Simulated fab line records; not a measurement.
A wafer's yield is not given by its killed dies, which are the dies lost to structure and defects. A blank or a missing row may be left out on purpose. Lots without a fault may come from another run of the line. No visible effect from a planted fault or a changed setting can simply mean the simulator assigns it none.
fab line records | flow nandHarc
record lots=24 wafers=72 lastDay=24
route steps=1159 shown A_STAIRCASE@592 A_SLIT@792
lots that met no fault: taken from a fault-free run of the same line
startH: start of the lot's first displayed wafer, in hours after the record's first day | waitH: hours from the lot's prior step to this one | " identical to the entry in the row above | L1.1+2: a row that stands for several wafers | - no value, or no start given | * or withheld: withheld | < > ~ a bound
route shown NAME@n: names a module that has steps shown in the file, with the first one's number in the route | usual: average and standard deviation across the fault-free wafers | same: alike in all rows | chamber/n: place in a boat | sites: readings site by site | _std_site: the standard deviation of these | _edge_site: the outer-site mean with the inner-site mean subtracted | radiusMm: for every site, how far away it sits from the centre of the wafer | mask NAME#n: copy n | behind: the tool/chamber that last shaped the wafer | hold: cause of the lot's hold/its duration in hours/its outcome | device: the n, p or np transistor that did not switch | end of line: the tests these same wafers got at the end of their route | where a step has no rows: the recipe by itself | killed: the dies lost at the first sort to structure and to defects; this is not the yield of the wafer | map: dies across one wafer; x = killed, . = not, _ = none there
set.NAME: the run value of the setting; set.NAME@STEP: its run value at that earlier step | model.NAME: the simulator's own value behind a step, which no gauge read
route steps across a sampled set of lots; one table per step, one row per wafer
services: when a tool's chamber went out of use (startH, in hours from the record's first day, below 0 if earlier), for how many hours, and the reason
## steps
# step NHARC_A_STAIRCASE_TRIM_198
# recipe timeS=211.2 o2FlowSccm=500 arFlowSccm=0 biasW=0 chemistry=O2
# usual drypumpMotorCurrentA=5.7/0.43 o2FlowSccm=500.1/1.7 oesProductAu=1.001/0.0091 rfVppV=57.6/0.81 showerheadPlenumPTorr=3.44/0.13 throttleValvePct=17.036/0.0085
# columns lot.wafer tool chamber startH waitH drypumpMotorCurrentA o2FlowSccm oesProductAu rfHoursCounterH rfVppV showerheadPlenumPTorr throttleValvePct
L076.1 rieDiel-01 2 - - 6.0 500.7 0.990 41 57.3 3.63 17.032
L076.6 " 3 " " 5.4 500.1 0.983 - 57.4 3.48 17.032
L076.5 " 0 " " 6.7 500.4 1.007 - 56.2 3.31 17.020
L074.3 rieDiel-07 1 - - 5.7 497.7 1.020 4 58.1 3.51 17.041
L074.2 " 2 " " 5.9 502.6 1.014 3 58.8 3.56 17.036
L074.4 " 3 " " 5.3 496.7 1.007 4 57.9 3.50 17.046
L075.3 rieDiel-01 2 - - 6.0 500.2 1.001 42 56.9 3.63 17.027
L075.4 " 1 " " 5.1 496.3 0.999 46 58.1 3.36 17.044
L075.6 " 3 " " 5.4 499.4 0.983 - 57.4 3.48 17.026
L079.1 rieDiel-01 3 - - 5.4 502.3 0.984 45 58.0 3.48 17.054
L079.2 " 2 " " 6.0 498.7 1.002 46 57.9 3.62 17.036
L079.6 " 3 " " 5.4 499.4 0.988 - 57.6 3.48 17.027
L077.1 rieDiel-08 3 - - 5.5 501.0 1.016 52 57.3 3.33 17.031
L077.5 " 0 " " 5.7 499.3 1.016 - 56.9 3.33 17.032
L077.6 " 3 " " 5.6 497.9 1.003 - 58.3 3.33 17.041
L078.2 rieDiel-01 2 - - 6.0 497.6 1.004 46 58.7 3.62 17.024
L078.4 " 3 " " 5.4 500.6 0.982 46 57.8 3.48 17.035
L078.1 " 0 " " 6.7 501.9 1.014 49 58.9 3.31 17.035
L081.1 rieDiel-08 2 - - 6.0 501.2 0.998 37 56.8 3.39 17.049
L081.2 " 0 " " 5.8 498.1 1.008 56 58.7 3.33 17.023
L081.6 " 1 " " 5.5 499.5 1.008 - 57.3 3.49 17.054
L080.1 rieDiel-08 0 - - 5.7 498.2 1.016 56 57.5 3.33 17.036
L080.3 " 2 " " 6.0 499.8 0.991 37 57.0 3.39 17.042
L080.6 " 3 " " 5.6 500.9 1.002 - 56.6 3.33 17.034
L082.3 rieDiel-01 2 - - 6.0 499.8 0.991 60 57.7 3.62 17.051
L082.2 " 0 " " 6.7 500.9 0.997 62 57.2 3.30 17.040
L082.6 " 2 " " 6.0 501.1 0.993 - 58.6 3.62 17.019
L084.2 rieDiel-07 2 - - 6.0 501.9 1.006 19 58.0 3.55 17.051
L084.1 " 0 " " 5.7 501.7 1.004 19 57.7 3.76 17.028
L084.5 " 1 " " 5.7 503.3 1.011 - 58.5 3.50 17.027
L083.3 rieDiel-07 0 - - 5.8 502.7 0.997 21 58.5 3.76 17.035
L083.1 " 2 " " 5.9 501.7 1.009 23 58.7 3.55 17.035
L083.6 " 0 " " 5.8 499.3 1.004 - 59.0 3.76 17.051
L086.1 rieDiel-08 1 - - 5.5 498.6 0.986 1 57.8 3.48 17.040
L086.5 " 2 " " 6.0 502.1 0.987 - 58.1 3.38 17.034
L086.6 " 3 " " 5.6 502.3 0.996 - 58.4 3.33 17.053
L088.2 rieDiel-01 1 - - 5.1 499.3 1.003 69 56.9 3.34 17.032
L088.3 " 3 " " 5.4 499.0 0.990 61 56.9 3.47 17.034
L088.6 " 1 " " 5.1 498.1 0.999 - 56.1 3.34 17.049
L085.4 rieDiel-08 3 - - 5.5 501.5 0.998 3 55.3 3.33 17.032
L085.1 " 1 " " 5.5 499.9 0.982 2 58.1 3.48 17.038
L085.6 " 2 " " 5.9 499.1 0.999 - 56.9 3.38 17.036
L089.1 rieDiel-01 1 - - 5.1 502.5 0.997 4 57.7 3.34 17.054
L089.6 " 3 " " 5.4 499.6 0.995 - 58.1 3.47 17.033
L089.5 " 0 " " 6.8 498.7 1.004 - 56.9 3.30 17.020
L087.4 rieDiel-08 2 - - 6.0 502.4 0.994 11 57.3 3.38 17.038
L087.3 " 0 " " 5.8 500.7 1.001 13 57.0 3.32 17.028
L087.1 " 1 " " 5.5 500.5 0.985 11 57.0 3.48 17.044
L090.4 rieDiel-08 2 - - 6.0 497.7 0.984 14 56.8 3.37 17.039
L090.5 " 3 " " 5.6 499.9 1.009 - 55.9 3.32 17.042
L090.6 " 0 " " 5.7 500.2 0.997 - 59.0 3.32 17.032
L092.5 rieDiel-08 2 - - 6.0 502.0 0.988 - 57.9 3.37 17.024
L092.6 " 3 " " 5.5 501.3 0.991 - 56.8 3.32 17.038
L092.4 " 0 " " 5.8 499.2 1.003 - 57.4 3.32 17.034
L091.1 rieDiel-01 3 - - 5.4 500.3 0.999 13 56.0 3.46 17.022
L091.3 " 0 " " 6.7 499.6 1.010 13 57.4 3.29 17.038
L091.4 " 1 " " 5.1 498.5 1.005 11 58.1 3.34 17.039
L094.5 rieDiel-08 2 - - 6.0 500.4 0.985 - 56.6 3.37 17.037
L094.6 " 3 " " 5.5 498.9 1.005 - 57.3 3.32 17.044
L094.4 " 0 " " 5.7 500.4 1.001 - 57.1 3.32 17.026
L093.3 rieDiel-07 0 - - 5.8 501.1 1.014 38 58.5 3.75 17.023
L093.4 " 1 " " 5.6 498.9 1.005 42 57.6 3.49 17.045
L093.1 " 2 " " 6.0 499.1 1.010 43 57.3 3.54 17.046
L095.1 rieDiel-01 2 - - 6.1 502.7 0.997 17 58.5 3.61 17.030
L095.2 " 3 " " 5.4 498.4 0.997 20 57.3 3.46 17.042
L095.4 " 0 " " 6.8 499.4 1.007 20 57.3 3.29 17.038
L096.3 rieDiel-01 0 - - 6.7 498.2 1.016 22 57.7 3.29 17.040
L096.4 " 1 " " 5.1 500.9 1.003 19 58.1 3.33 17.033
L096.6 " 0 " " 6.7 496.2 1.018 - 57.2 3.29 17.038
L097.1 rieDiel-07 2 - - 5.9 503.0 1.009 52 57.1 3.53 17.045
L097.2 " 3 " " 5.3 499.2 1.000 54 57.9 3.47 17.015
L097.4 " 0 " " 5.8 500.0 1.011 47 58.3 3.74 17.045
# step NHARC_A_STAIRCASE_ETCH_225
# recipe targetDepthA=1000 timeS=40.5 ionEnergyEv=400 c4f8FlowSccm=20 o2FlowSccm=10 arFlowSccm=withheld rfW=600 biasW=1000 chemistry=C4F8/O2
# usual oesProductAu=0.942/0.011 rfVppV=893/4.8
# columns lot.wafer tool chamber startH waitH oesProductAu rfHoursCounterH rfVppV
L076.1 rieDiel-08 0 - - 0.956 48 889
L076.5 " 2 " " 0.934 - 890
L076.6 " 3 " " 0.931 - 889
L074.4 rieDiel-08 3 - - 0.957 49 889
L074.3 " 1 " " 0.943 41 895
L074.2 " 2 " " 0.931 35 891
L075.4 rieDiel-01 3 - - 0.940 42 895
L075.3 " 1 " " 0.937 48 890
L075.6 " 0 " " 0.959 - 888
L079.2 rieDiel-08 1 - - 0.926 45 894
L079.1 " 3 " " 0.939 53 887
L079.6 " 1 " " 0.921 - 895
L078.2 rieDiel-08 0 - - 0.953 55 889
L078.1 " 1 " " 0.934 47 895
L078.4 " 2 " " 0.934 36 890
L077.1 rieDiel-01 1 - - 0.938 53 889
L077.5 " 1 " " 0.937 - 891
L077.6 " 2 " " 0.925 - 899
L080.3 rieDiel-08 2 - - 0.930 39 890
L080.1 " 3 " " 0.928 57 889
L080.6 " 0 " " 0.949 - 890
L081.2 rieDiel-07 0 - - 0.957 11 904
L081.1 " 1 " " 0.958 11 894
L081.6 " 0 " " 0.965 - 905
L082.3 rieDiel-07 3 - - 0.936 21 894
L082.2 " 0 " " 0.946 20 904
L082.6 " 3 " " 0.929 - 895
L084.1 rieDiel-07 3 - - 0.925 21 896
L084.2 " 0 " " 0.939 20 903
L084.5 " 2 " " 0.948 - 898
L083.1 rieDiel-08 1 - - 0.922 1 896
L083.3 " 0 " " 0.936 1 887
L083.6 " 2 " " 0.936 - 890
L086.1 rieDiel-07 1 - - 0.947 24 894
L086.5 " 1 " " 0.950 - 896
L086.6 " 2 " " 0.944 - 896
L088.2 rieDiel-07 0 - - 0.942 26 903
L088.3 " 1 " " 0.950 26 895
L088.6 " 0 " " 0.943 - 905
L085.1 rieDiel-08 2 - - 0.955 5 891
L085.4 " 3 " " 0.954 8 889
L085.6 " 3 " " 0.956 - 890
L089.1 rieDiel-08 2 - - 0.937 12 890
L089.6 " 1 " " 0.936 - 896
L089.5 " 2 " " 0.933 - 889
L087.4 rieDiel-01 1 - - 0.945 6 889
L087.3 " 2 " " 0.940 5 898
L087.1 " 3 " " 0.944 7 893
L090.4 rieDiel-07 1 - - 0.952 38 894
L090.5 " 0 " " 0.944 - 904
L090.6 " 1 " " 0.958 - 895
L092.4 rieDiel-07 1 - - 0.951 42 894
L092.5 " 3 " " 0.930 - 894
L092.6 " 0 " " 0.951 - 903
L091.3 rieDiel-01 0 - - 0.954 14 888
L091.4 " 1 " " 0.942 12 888
L091.1 " 2 " " 0.941 12 899
L094.4 rieDiel-01 0 - - 0.963 15 886
L094.6 " 0 " " 0.957 - 889
L094.5 " 1 " " 0.959 - 888
L093.3 rieDiel-08 0 - - 0.931 22 888
L093.1 " 2 " " 0.936 20 890
L093.4 " 3 " " 0.938 - 889
L095.4 rieDiel-08 1 - - 0.935 20 894
L095.1 " 2 " " 0.930 27 889
L095.2 " 3 " " 0.948 31 888
L096.3 rieDiel-01 3 - - 0.946 23 893
L096.4 " 0 " " 0.953 23 887
L096.6 " 2 " " 0.948 - 898
L097.2 rieDiel-01 1 - - 0.932 20 888
L097.4 " 2 " " 0.945 21 897
L097.1 " 0 " " 0.930 24 889
# step NHARC_A_STAIRCASE_ETCHBACK_157
# recipe targetDepthA=900 overEtchFrac=0.3 timeS=167.14 ionEnergyEv=120 ch3fFlowSccm=50 o2FlowSccm=30 arFlowSccm=200 rfW=500 biasW=100 chemistry=CH3F/O2
# usual ch3fFlowSccm=50.01/0.15 drypumpMotorCurrentA=5.7/0.45 o2FlowSccm=30.00/0.091 oesProductAu=0.974/0.03 rfVppV=243.1/1.4 showerheadPlenumPTorr=2.37/0.077 throttleValvePct=20.663/0.0081
# columns lot.wafer tool chamber startH waitH ch3fFlowSccm drypumpMotorCurrentA o2FlowSccm oesProductAu rfHoursCounterH rfVppV showerheadPlenumPTorr throttleValvePct
L074.2 rieDiel-07 2 321.91 0.2 49.94 6.0 29.96 0.986 29 242.5 2.47 20.669
L074.3 " 3 " " 50.05 5.3 30.13 0.974 29 244.2 2.43 20.664
L074.4 " 3 " " 50.07 5.2 30.05 0.974 - 244.1 2.43 20.644
L075.3 rieDiel-08 3 322.07 0.1 50.32 5.6 29.98 1.010 7 242.8 2.31 20.664
L075.4 " 0 " " 49.94 5.7 30.01 1.007 8 241.8 2.31 20.662
L075.6 " 3 " " 50.04 5.5 29.97 0.998 - 240.9 2.31 20.656
L076.1 rieDiel-08 2 323.29 0.2 50.13 6.0 30.12 1.007 5 242.8 2.35 20.679
L076.6 " 1 " " 49.66 5.5 29.99 0.984 - 245.7 2.42 20.653
L076.5 " 2 " " 50.48 6.0 29.95 0.997 - 242.4 2.35 20.659
L079.1 rieDiel-08 3 329.14 0.2 50.11 5.5 30.01 1.002 10 242.9 2.31 20.656
L079.2 " 0 " " 49.85 5.7 29.98 0.999 10 241.4 2.31 20.658
L079.6 " 2 " " 50.05 6.0 29.94 0.990 - 242.4 2.35 20.658
L077.1 rieDiel-07 3 335.18 0.3 49.99 5.2 30.01 0.962 35 246.5 2.43 20.652
L077.5 " 0 " " 50.05 5.8 30.07 0.964 - 246.4 2.62 20.649
L077.6 " 1 " " 50.02 5.7 29.84 0.971 - 242.9 2.43 20.667
L080.1 rieDiel-01 1 335.23 0.2 49.92 5.1 30.10 1.006 4 242.4 2.32 20.661
L080.3 " 2 " " 50.13 6.0 29.78 1.003 4 245.6 2.52 20.675
L080.6 " 2 " " 50.26 6.0 29.98 1.004 - 245.6 2.52 20.663
L078.1 rieDiel-08 3 335.48 0.2 50.01 5.5 30.03 1.005 14 241.8 2.31 20.659
L078.2 " 1 " " 49.97 5.5 29.88 0.986 11 243.4 2.42 20.669
L078.4 " 2 " " 50.02 6.0 30.05 0.988 12 242.1 2.35 20.659
L081.1 rieDiel-08 3 339.76 0.1 49.90 5.6 29.99 1.002 15 243.3 2.31 20.663
L081.2 " 0 " " 49.50 5.8 30.11 0.999 15 242.2 2.31 20.661
L081.6 " 3 " " 49.88 5.5 29.98 1.007 - 242.6 2.31 20.664
L082.2 rieDiel-01 2 369.28 0.2 49.98 6.0 29.96 0.945 15 245.8 2.51 20.657
L082.3 " 3 " " 50.21 5.4 29.91 0.941 18 245.0 2.41 20.673
L082.6 " 0 " " 49.97 6.7 30.09 0.961 - 243.0 2.29 20.660
L086.1 rieDiel-01 3 375.24 0.3 49.94 5.4 29.80 0.980 21 244.2 2.41 20.653
L086.5 " 0 " " 49.95 6.7 30.03 1.015 - 241.3 2.29 20.680
L086.6 " 1 " " 49.81 5.1 29.86 0.990 - 242.4 2.32 20.664
L085.4 rieDiel-01 2 375.47 0.2 50.28 6.0 29.95 0.985 17 246.5 2.51 20.660
L085.1 " 3 " " 49.99 5.4 30.13 0.974 21 243.3 2.41 20.660
L085.6 " 0 " " 50.28 6.7 30.19 0.991 - 242.4 2.29 20.665
L084.1 rieDiel-01 2 375.62 0.2 50.05 6.0 29.91 0.930 17 246.1 2.51 20.651
L084.2 " 3 " " 49.91 5.3 29.91 0.910 21 244.7 2.41 20.655
L084.5 " 1 " " 49.93 5.1 30.01 0.921 - 242.5 2.32 20.670
L083.3 rieDiel-08 0 376.90 0.2 49.92 5.7 30.17 0.947 31 242.5 2.30 20.667
L083.1 " 1 " " 50.13 5.5 29.89 0.942 20 243.7 2.42 20.671
L083.6 " 1 " " 50.02 5.5 29.95 0.949 - 243.1 2.42 20.677
L088.3 rieDiel-08 1 377.33 0.1 50.00 5.5 30.03 0.990 20 243.2 2.42 20.664
L088.2 " 0 " " 50.09 5.8 30.00 0.995 31 242.9 2.30 20.656
L088.6 " 2 " " 49.98 6.0 29.90 0.992 - 242.7 2.34 20.657
L087.4 rieDiel-08 1 393.96 0.1 49.94 5.5 30.06 0.996 27 243.9 2.42 20.653
L087.1 " 2 " " 49.89 6.0 30.01 0.986 33 242.6 2.34 20.666
L087.3 " 3 " " 49.89 5.6 29.97 0.984 35 241.3 2.30 20.660
L089.1 rieDiel-08 2 394.68 0.2 50.27 5.9 30.05 0.930 34 241.5 2.34 20.645
L089.6 " 3 " " 49.80 5.5 29.85 0.926 - 242.0 2.30 20.678
L089.5 " 0 " " 50.01 5.8 30.03 0.926 - 241.1 2.30 20.671
L090.4 rieDiel-01 3 409.39 0.2 50.14 5.4 30.04 0.946 34 243.0 2.40 20.662
L090.6 " 0 " " 50.09 6.7 30.21 0.962 - 241.6 2.28 20.651
L090.5 " 1 " " 50.08 5.1 29.91 0.955 - 243.0 2.32 20.665
L094.4 rieDiel-01 1 418.27 0.1 50.11 5.1 30.02 0.922 29 240.1 2.32 20.672
L094.5 " 0 " " 50.15 6.7 30.16 0.924 - 241.4 2.28 20.662
L094.6 " 1 " " 49.69 5.1 29.95 0.921 - 242.5 2.31 20.662
L093.3 rieDiel-01 0 418.53 0.1 50.01 6.7 30.19 1.007 38 242.8 2.28 20.646
L093.1 " 1 " " 50.20 5.1 29.93 0.988 29 244.2 2.31 20.660
L093.4 " 2 " " 50.24 6.1 30.01 1.002 35 244.6 2.51 20.659
L092.4 rieDiel-08 1 420.15 0.2 49.98 5.5 30.04 0.982 41 244.3 2.41 20.663
L092.6 " 3 " " 50.05 5.5 29.96 0.991 - 243.6 2.29 20.670
L092.5 " 0 " " 50.10 5.7 29.90 0.978 - 241.2 2.30 20.648
L091.1 rieDiel-01 2 421.56 0.2 50.04 6.1 30.02 0.926 35 245.8 2.51 20.659
L091.4 " 3 " " 50.10 5.3 29.84 0.919 38 244.4 2.40 20.661
L091.3 " 1 " " 49.88 5.1 29.94 0.913 30 242.3 2.31 20.672
L095.1 rieDiel-08 0 439.87 0.2 50.02 5.8 30.06 1.013 54 241.9 2.29 20.668
L095.4 " 2 " " 50.03 6.0 29.99 1.006 54 243.8 2.33 20.661
L095.2 " 3 " " 50.20 5.5 30.02 1.000 55 242.3 2.29 20.668
L097.4 rieDiel-01 2 443.99 0.2 50.12 6.0 30.19 0.990 44 245.4 2.50 20.667
L097.1 " 3 " " 50.01 5.3 30.09 0.987 46 242.1 2.40 20.653
L097.2 " 0 " " 50.03 6.7 30.04 0.997 47 242.1 2.28 20.668
L096.4 rieDiel-08 1 445.43 0.2 49.99 5.5 29.94 0.944 49 244.3 2.41 20.670
L096.3 " 2 " " 49.86 6.0 29.94 0.945 56 244.2 2.33 20.672
L096.6 " 2 " " 50.03 6.0 29.97 0.947 - 244.0 2.33 20.661
# step NHARC_A_STAIRCASE_DEP_471
# recipe targetThkA=1000 tempC=400 pressureTorr=6.5 rfW=900 teosFlowSccm=161.4 flowSccm=2650 targetThkNm=100 gas=O2 material=SiO2
# usual chamberPressureTorr=6.501/0.017 heaterPowerOuterW=299/55 heaterPowerW=569/79 susceptorTempC=399.97/0.24 throttleValvePct=16.1/0.62
# columns lot.wafer tool chamber startH waitH chamberPressureTorr heaterPowerOuterW heaterPowerW susceptorTempC throttleValvePct
L075.3 pecvd-02 2 322.38 - 6.486 314 589 399.88 16.0
L075.6 " 1 " " 6.516 325 616 400.40 15.9
L075.4 " 2 " " 6.510 326 605 399.72 16.2
L074.3 pecvd-02 0 322.96 - 6.510 368 706 400.20 16.0
L074.2 " 1 " " 6.489 336 647 399.94 16.3
L074.4 " 0 " " 6.533 365 692 399.80 15.9
L076.1 pecvd-01 0 323.61 - 6.521 271 512 399.98 17.0
L076.6 " 1 " " 6.504 267 493 399.89 16.4
L076.5 " 0 " " 6.506 276 498 400.10 17.1
L079.2 pecvd-01 1 329.50 - 6.531 233 458 400.20 16.1
L079.1 " 2 " " 6.498 308 572 399.97 15.2
L079.6 " 1 " " 6.480 233 465 400.32 16.1
L080.1 pecvd-01 2 335.62 - 6.506 265 504 400.22 15.6
L080.3 " 0 " " 6.503 333 593 399.64 17.0
L080.6 " 0 " " 6.513 335 600 399.89 17.4
L078.1 pecvd-03 0 335.81 - 6.499 282 577 399.94 15.8
L078.2 " 1 " " 6.482 212 479 400.30 17.1
L078.4 " 1 " " 6.511 218 476 400.72 17.3
L077.1 pecvd-01 1 337.31 - 6.501 212 420 400.01 16.4
L077.5 " 1 " " 6.517 219 424 399.89 16.3
L077.6 " 0 " " 6.468 374 668 400.09 17.1
L081.2 pecvd-03 1 340.09 - 6.492 214 478 399.58 17.2
L081.1 " 2 " " 6.499 271 514 399.81 15.4
L081.6 " 0 " " 6.513 294 565 399.95 15.7
L082.2 pecvd-03 2 369.56 - 6.521 378 652 400.38 15.2
L082.3 " 1 " " 6.518 214 474 400.11 17.2
L082.6 " 1 " " 6.522 214 466 399.89 17.0
L086.1 pecvd-02 2 375.54 - 6.474 295 565 399.83 15.7
L086.5 " 1 " " 6.527 290 575 399.36 16.1
L086.6 " 0 " " 6.507 344 651 399.95 16.3
L085.1 pecvd-02 2 375.84 - 6.511 349 644 400.20 15.7
L085.4 " 1 " " 6.470 298 565 400.02 15.8
L085.6 " 0 " " 6.501 314 610 399.84 16.0
L084.2 pecvd-01 1 375.88 - 6.487 248 470 399.38 16.4
L084.1 " 0 " " 6.496 362 642 400.23 17.2
L084.5 " 2 " " 6.505 250 486 399.82 15.6
L083.1 pecvd-02 2 377.19 - 6.513 300 556 400.43 15.5
L083.3 " 0 " " 6.528 274 540 399.94 16.0
L083.6 " 2 " " 6.509 309 578 399.97 15.6
L088.3 pecvd-01 2 377.63 - 6.521 292 538 400.09 15.8
L088.2 " 0 " " 6.475 308 569 400.00 17.3
L088.6 " 1 " " 6.502 274 516 399.91 16.1
L087.1 pecvd-03 1 394.25 - 6.507 190 447 400.17 17.0
L087.3 " 0 " " 6.485 327 642 400.00 15.8
L087.4 " 0 " " 6.497 343 651 399.91 15.8
L089.1 pecvd-03 1 394.94 - 6.511 212 468 399.78 17.3
L089.5 " 1 " " 6.500 214 479 399.92 16.9
L089.6 " 2 " " 6.512 352 629 400.33 15.6
L090.5 pecvd-03 2 409.71 - 6.530 358 650 399.87 15.6
L090.4 " 0 " " 6.514 314 633 399.61 16.0
L090.6 " 1 " " 6.518 194 444 400.34 17.2
L094.6 pecvd-03 2 418.62 - 6.470 332 598 399.85 15.4
L094.5 " 0 " " 6.491 345 664 400.19 16.1
L094.4 " 1 " " 6.512 192 437 399.49 17.1
L093.1 pecvd-02 2 418.83 - 6.519 331 616 399.85 15.5
L093.3 " 1 " " 6.481 336 652 400.17 16.2
L093.4 " 2 " " 6.508 329 589 399.94 15.7
L092.5 pecvd-02 2 420.49 - 6.502 326 588 399.60 15.7
L092.6 " 0 " " 6.459 346 646 399.85 16.0
L092.4 " 1 " " 6.493 331 638 399.58 16.3
L091.3 pecvd-03 2 422.31 - 6.515 350 610 400.20 15.4
L091.1 " 0 " " 6.491 318 622 400.06 15.7
L091.4 " 2 " " 6.520 344 608 400.11 15.8
L095.1 pecvd-02 1 440.16 - 6.500 368 681 399.84 15.9
L095.2 " 0 " " 6.493 345 640 399.78 16.3
L095.4 " 2 " " 6.509 272 513 399.92 15.7
L097.2 pecvd-03 2 444.87 - 6.528 377 654 400.30 15.4
L097.1 " 0 " " 6.497 244 518 399.86 16.1
L097.4 " 0 " " 6.466 246 533 399.74 16.0
L096.3 pecvd-01 0 445.77 - 6.491 355 642 399.58 16.7
L096.4 " 2 " " 6.491 270 524 399.93 15.6
L096.6 " 0 " " 6.504 350 637 399.62 16.7
# step NHARC_A_STAIRCASE_CMP_472
# recipe material=SiO2
# usual motorCurrentA=12.2/1.2
# columns lot.wafer tool chamber startH waitH motorCurrentA
L075.3 cmp-02 3 322.62 0.2 14.1
L075.4 " 0 " " 12.0
L075.6 " 0 " " 11.8
L074.4 cmp-02 1 323.20 0.1 12.7
L074.2 " 2 " " 9.7
L074.3 " 0 " " 11.6
L076.1 cmp-02 3 323.83 0.2 13.8
L076.6 " 3 " " 13.5
L076.5 " 0 " " 11.4
L079.2 cmp-02 1 329.79 0.3 12.4
L079.1 " 2 " " 9.8
L079.6 " 0 " " 11.5
L080.3 cmp-01 2 335.87 0.2 12.2
L080.1 " 3 " " 13.2
L080.6 " 3 " " 12.6
L078.4 cmp-02 0 336.11 0.2 11.4
L078.2 " 1 " " 12.7
L078.1 " 2 " " 9.9
L077.1 cmp-01 2 337.58 0.2 12.0
L077.5 " 2 " " 12.2
L077.6 " 3 " " 12.6
L081.2 cmp-04 1 340.38 0.3 11.2
L081.1 " 2 " " 11.5
L081.6 " 3 " " 12.5
L082.3 cmp-01 1 369.91 0.3 11.7
L082.2 " 2 " " 11.4
L082.6 " 0 " " 14.6
L086.1 cmp-02 2 375.81 0.2 9.5
L086.5 " 1 " " 12.0
L086.6 " 2 " " 9.4
L085.4 cmp-02 0 376.11 0.2 11.0
L085.1 " 1 " " 12.9
L085.6 " 0 " " 11.8
L084.2 cmp-04 3 376.16 0.2 11.4
L084.1 " 2 " " 11.7
L084.5 " 0 " " 13.8
L083.3 cmp-04 3 377.48 0.2 12.1
L083.1 " 1 " " 11.2
L083.6 " 2 " " 12.2
L088.2 cmp-02 3 377.90 0.2 13.6
L088.3 " 0 " " 11.4
L088.6 " 0 " " 11.9
L087.1 cmp-01 1 394.53 0.2 11.5
L087.3 " 3 " " 12.6
L087.4 " 0 " " 13.9
L089.1 cmp-02 2 395.26 0.3 9.8
L089.5 " 3 " " 14.0
L089.6 " 0 " " 11.4
L090.4 cmp-02 0 409.94 0.2 12.2
L090.5 " 2 " " 9.9
L090.6 " 3 " " 13.7
L094.4 cmp-01 1 418.80 0.1 11.7
L094.5 " 1 " " 11.7
L094.6 " 2 " " 11.8
L093.3 cmp-04 2 419.10 0.2 11.9
L093.4 " 3 " " 11.4
L093.1 " 1 " " 11.0
L092.4 cmp-01 3 420.75 0.2 13.2
L092.5 " 0 " " 13.7
L092.6 " 1 " " 11.5
L091.1 cmp-01 3 422.57 0.2 12.8
L091.3 " 0 " " 14.0
L091.4 " 1 " " 11.8
L095.2 cmp-01 2 440.43 0.2 12.3
L095.4 " 0 " " 14.0
L095.1 " 1 " " 11.8
L097.1 cmp-04 2 445.12 0.2 12.0
L097.2 " 3 " " 11.3
L097.4 " 0 " " 12.9
L096.4 cmp-01 2 446.02 0.2 11.4
L096.3 " 3 " " 12.7
L096.6 " 2 " " 11.9
# step NHARC_A_SLIT_INSPECT_11
# usual rawDefectCount=22/9.3
# columns lot.wafer tool chamber startH waitH rawDefectCount
L075.3 defectInspect-01 - 333.25 0.0 23
L075.4 " - " " 28
L075.6 " - " " 25
L076.1 defectInspect-02 - 333.45 0.0 25
L076.5 " - " " 22
L076.6 " - " " 26
L074.2 defectInspect-02 - 334.39 0.0 15
L074.3 " - " " 10
L074.4 " - " " 17
L079.1 defectInspect-01 - 340.52 0.0 14
L079.2 " - " " 9
L079.6 " - " " 13
L080.1 defectInspect-02 - 350.37 0.0 9
L080.3 " - " " 18
L080.6 " - " " 20
L081.1 defectInspect-01 - 351.08 0.1 20
L081.2 " - " " 33
L081.6 " - " " 30
L077.1 defectInspect-02 - 351.80 0.0 20
L077.5 " - " " 12
L077.6 " - " " 18
L078.1 defectInspect-01 - 352.25 0.0 23
L078.2 " - " " 25
L078.4 " - " " 20
L082.2 defectInspect-02 - 381.02 0.0 17
L082.3 " - " " 13
L082.6 " - " " 12
L083.1 defectInspect-02 - 387.73 0.0 10
L083.3 " - " " 9
L083.6 " - " " 11
L085.1 defectInspect-01 - 388.09 0.0 46
L085.4 " - " " 32
L085.6 " - " " 35
L084.1 defectInspect-01 - 388.57 0.0 28
L084.2 " - " " 22
L084.5 " - " " 21
L086.1 defectInspect-01 - 389.66 0.0 31
L086.5 " - " " 38
L086.6 " - " " 31
L088.2 defectInspect-02 - 390.06 0.0 12
L088.3 " - " " 17
L088.6 " - " " 11
L089.1 defectInspect-02 - 406.43 0.1 32
L089.5 " - " " 42
L089.6 " - " " 24
L087.1 defectInspect-02 - 406.81 0.0 10
L087.3 " - " " 11
L087.4 " - " " 12
L090.4 defectInspect-01 - 420.99 0.0 31
L090.5 " - " " 40
L090.6 " - " " 25
L092.4 defectInspect-02 - 430.27 0.0 21
L092.5 " - " " 28
L092.6 " - " " 22
L094.4 defectInspect-02 - 430.38 0.0 40
L094.5 " - " " 40
L094.6 " - " " 40
L093.1 defectInspect-01 - 430.54 0.0 32
L093.3 " - " " 26
L093.4 " - " " 13
L091.1 defectInspect-01 - 436.50 0.0 12
L091.3 " - " " 11
L091.4 " - " " 9
L095.1 defectInspect-02 - 451.36 0.0 24
L095.2 " - " " 23
L095.4 " - " " 21
L096.3 defectInspect-01 - 458.22 0.0 22
L096.4 " - " " 17
L096.6 " - " " 22
L097.1 defectInspect-01 - 458.37 0.0 24
L097.2 " - " " 28
L097.4 " - " " 17
## services
# columns tool chamber startH hours kind
rieDiel-08 - 236.07 1.2 repair
rieDiel-08 3 254.08 6.2 repair
cmp-01 - 258.67 1.3 repair
cmp-02 - 261.23 0.5 repair
cmp-02 - 270.04 0.8 repair
cmp-01 - 277.50 4.0 pm
pecvd-03 - 292.09 13.0 pm
cmp-01 - 302.02 1.2 repair
rieDiel-08 - 302.88 9.0 pm
rieDiel-01 - 314.93 9.0 pm
rieDiel-08 - 321.30 0.4 repair
pecvd-03 - 322.14 0.4 repair
cmp-02 - 324.56 4.0 pm
rieDiel-08 1 348.57 18.6 repair
pecvd-03 0 360.14 23.0 repair
cmp-01 - 365.20 0.9 repair
cmp-01 - 375.50 4.0 pm
rieDiel-01 1 385.95 10.3 repair
cmp-01 - 390.25 0.4 repair
rieDiel-07 - 405.57 9.0 pm
cmp-02 - 415.29 1.5 repair
cmp-01 - 415.29 2.8 repair
cmp-02 - 422.56 4.0 pm
cmp-01 - 425.33 1.7 repair
## key
fault none
